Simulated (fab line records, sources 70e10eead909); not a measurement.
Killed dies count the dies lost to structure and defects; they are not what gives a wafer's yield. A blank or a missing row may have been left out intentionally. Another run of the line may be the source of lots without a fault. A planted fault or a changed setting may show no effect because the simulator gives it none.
What tool caused it?    flow nand harc    12 lots with 36 wafers sampled at 6 steps, on a route of 1159 steps

WHAT EACH GAUGE READ, for each wafer
NHARC_A_ONON_D1_THK_MEAS_21: measures by ellipsometry.
lot   measured      on             thk nm (nm)
L578  day 8 19:17   film metro-02  987 984 984
L577  day 8 19:17   film metro-01  986 987 987
L579  day 8 19:24   film metro-01  990 989 991
L582  day 9 09:59   film metro-02  1003 1002 1002
L581  day 9 10:00   film metro-02  1014 1014 1015
L585  day 10 09:35  film metro-01  1011 1010 1009
L589  day 11 08:07  film metro-01  1015 1014 1016
L591  day 11 15:49  film metro-02  1000 1000 1000
L594  day 12 13:26  film metro-01  984 985 983
L595  day 13 03:46  film metro-01  1001 1000 1001
L596  day 13 03:47  film metro-01  1001 1004 1004
L598  day 14 03:03  film metro-02  993 991 994

NHARC_A_ONON_D1_THK_MEAS_30: measures by ellipsometry.
lot   measured      on             thk nm (nm)
L578  day 8 20:58   film metro-01  1006 1006 1008
L577  day 8 20:59   film metro-01  980 982 981
L579  day 8 21:07   film metro-02  990 990 990
L582  day 9 11:43   film metro-02  991 991 992
L581  day 9 11:42   film metro-01  1012 1012 1010
L585  day 10 11:17  film metro-02  1013 1013 1014
L589  day 11 10:05  film metro-01  1605 1606 1603
L591  day 11 17:32  film metro-02  1576 1576 1575
L594  day 12 15:08  film metro-02  990 988 990
L595  day 13 05:28  film metro-01  985 985 984
L596  day 13 05:49  film metro-01  993 994 991
L598  day 14 04:45  film metro-02  995 996 997

NHARC_END_SORT_01.
lot   measured      on         killed at array  killed at other  killed at periphery  killed dies  killed open  killed short
L589  day 24 01:24  prober-01  673 674 673      3 1 3            1 2 1                677 677 677  3 6 1        1 0 2
L591  day 23 11:35  prober-02  674 675 674      0 0 1            3 2 2                677 677 677  9 4 2        2 2 4

EACH LOT AND THE TOOL THAT RAN IT (in order: tool; ch and the chambers of the sampled wafers; start)
lot   NHARC_A_ONON_D1_DEP_28            NHARC_A_CHANNEL_HOLE_D1_ETCH_38     NHARC_A_CHANNEL_HOLE_D1_ETCH_16
L578  pecvd onon-02 ch 0, day 8 20:28   rie diel-13 ch 0,2,3, day 9 00:30   rie diel-13 ch 1,2,3, no start
L577  pecvd onon-03 ch 0, day 8 20:35   rie diel-01 ch 0,1,2, day 9 00:40   rie diel-01 ch 0,1, no start
L579  pecvd onon-04 ch 0, day 8 20:47   rie diel-01 ch 0,1,3, day 9 00:56   rie diel-01 ch 0,2,3, no start
L582  pecvd onon-02 ch 0, day 9 11:12   rie diel-01 ch 0,1,2, day 9 15:35   rie diel-01 ch 1,2,3, no start
L581  pecvd onon-04 ch 0, day 9 11:19   rie diel-11 ch 1,2, day 9 16:22     rie diel-11 ch 0,1,2, no start
L585  pecvd onon-02 ch 0, day 10 10:47  rie diel-11 ch 1,2,3, day 10 14:53  rie diel-11 ch 0,1,2, no start
L589  pecvd onon-02 ch 0, day 11 09:34  -                                   -
L591  pecvd onon-02 ch 0, day 11 17:01  -                                   -
L594  pecvd onon-04 ch 0, day 12 14:37  rie diel-11 ch 0,1,3, day 12 19:33  rie diel-11 ch 0,1,2, no start
L595  pecvd onon-04 ch 0, day 13 04:57  rie diel-01 ch 1,3, day 13 09:55    rie diel-01 ch 1,3, day 13 10:35
L596  pecvd onon-04 ch 0, day 13 05:25  rie diel-11 ch 2,3, day 13 11:55    rie diel-11 ch 1,2,3, no start
L598  pecvd onon-04 ch 0, day 14 04:14  rie diel-13 ch 0,1,2, day 14 08:41  rie diel-13 ch 0,1,2, no start
- NHARC_A_ONON_D1_DEP_28: target thk 1000 nm.
- NHARC_A_CHANNEL_HOLE_D1_ETCH_38: etches the open film in CF4, target depth 39 nm, time 65 s.
- NHARC_A_CHANNEL_HOLE_D1_ETCH_16: etches the open film in O2/COS, target depth 3100 nm, time 806 s.

AS READ BY THE TOOLS THEMSELVES (means over the sampled wafers that have a number; for cases with no such wafer, the mark the record gives instead)
NHARC_A_CHANNEL_HOLE_D1_ETCH_38.
lot   tool         cf4 flow sccm (sccm)  drypump motor current A (A)  oes product au (a.u.)  rf vpp V (V)  showerhead plenum p Torr (Torr)  throttle valve pct (%)
L578  rie diel-13  149.9                 5.4                          1.007                  152.3         1.81                             13.283
L577  rie diel-01  149.9                 5.6                          0.998                  151.7         1.79                             13.285
L579  rie diel-01  150.3                 5.6                          1.004                  150.7         1.76                             13.291
L582  rie diel-01  149.7                 5.6                          1.002                  151.5         1.79                             13.291
L581  rie diel-11  150.0                 5.0                          1.006                  150.9         1.71                             13.281
L585  rie diel-11  150.0                 5.2                          1.003                  151.1         1.76                             13.285
L594  rie diel-11  150.0                 5.6                          1.021                  151.2         1.82                             13.283
L595  rie diel-01  150.5                 5.6                          0.997                  150.5         1.76                             13.286
L596  rie diel-11  150.2                 5.1                          1.012                  152.2         1.81                             13.289
L598  rie diel-13  150.5                 5.4                          0.987                  151.9         1.83                             13.282

NHARC_A_CHANNEL_HOLE_D1_ETCH_16.
lot   tool         cos flow sccm (sccm)  drypump motor current A (A)  oes product au (a.u.)  rf vpp V (V)  showerhead plenum p Torr (Torr)  throttle valve pct (%)
L578  rie diel-13  20.06                 5.7                          0.991                  314.5         3.17                             28.329
L577  rie diel-01  20.00                 6.1                          0.997                  314.9         3.15                             28.332
L579  rie diel-01  20.02                 5.2                          1.004                  314.2         3.12                             28.331
L582  rie diel-01  20.06                 5.7                          1.003                  315.0         3.17                             28.333
L581  rie diel-11  20.03                 5.4                          1.002                  314.0         3.12                             28.332
L585  rie diel-11  20.01                 5.4                          1.003                  314.9         3.12                             28.316
L594  rie diel-11  20.02                 5.4                          1.009                  313.7         3.12                             28.333
L595  rie diel-01  19.99                 5.6                          0.997                  313.6         3.11                             28.333
L596  rie diel-11  19.98                 5.3                          1.001                  314.3         3.10                             28.333
L598  rie diel-13  19.98                 5.4                          0.991                  315.1         3.23                             28.340

THE ANSWER, worked out from the rows above alone
Rule: usual is defined by the lots themselves. Put in order of their means at a reading, lots are off if they are a third of the lots or fewer, leave a main group of 4 or more, and stand apart from it by a gap of 3 or more times the standard deviation of the main group's means; of several such gaps the widest counts. Not used: any main group whose means are identical at the precision the tables above print for the reading. Also off: a lot with no number at a reading for which 4 or more lots have one. Any other lot the step has rows for is counted as sound. Order of review: gauges by route order, followed by the tools' own readings, for which a lot's mean as printed above is used. The first step at which some lot is off is used, and at that step the reading that is off furthest; a lot without a number counts as furthest.
Off at NHARC_A_ONON_D1_THK_MEAS_30 (thk nm): L589, L591. The main group: mean 996 nm, standard deviation 11.
A tool fits if, at a process step before that reading, it ran every lot that is off, and no sound lot after the first of them. Those tools and the gauges at NHARC_A_ONON_D1_THK_MEAS_30 are tried in the same way. One candidate fits, namely pecvd onon-02 at NHARC_A_ONON_D1_DEP_28. A fault onset in the window from L585 (day 10 10:47, its last sound lot) to L589 (day 11 09:34, its first lot off) fits.

WHAT THE SIMULATOR PUT IN
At NHARC_A_ONON_D1_DEP_28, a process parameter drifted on pecvd onon-02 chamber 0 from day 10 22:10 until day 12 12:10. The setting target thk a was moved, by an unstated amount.
Shown lots that were struck: L589, L591. The rule above found the same.
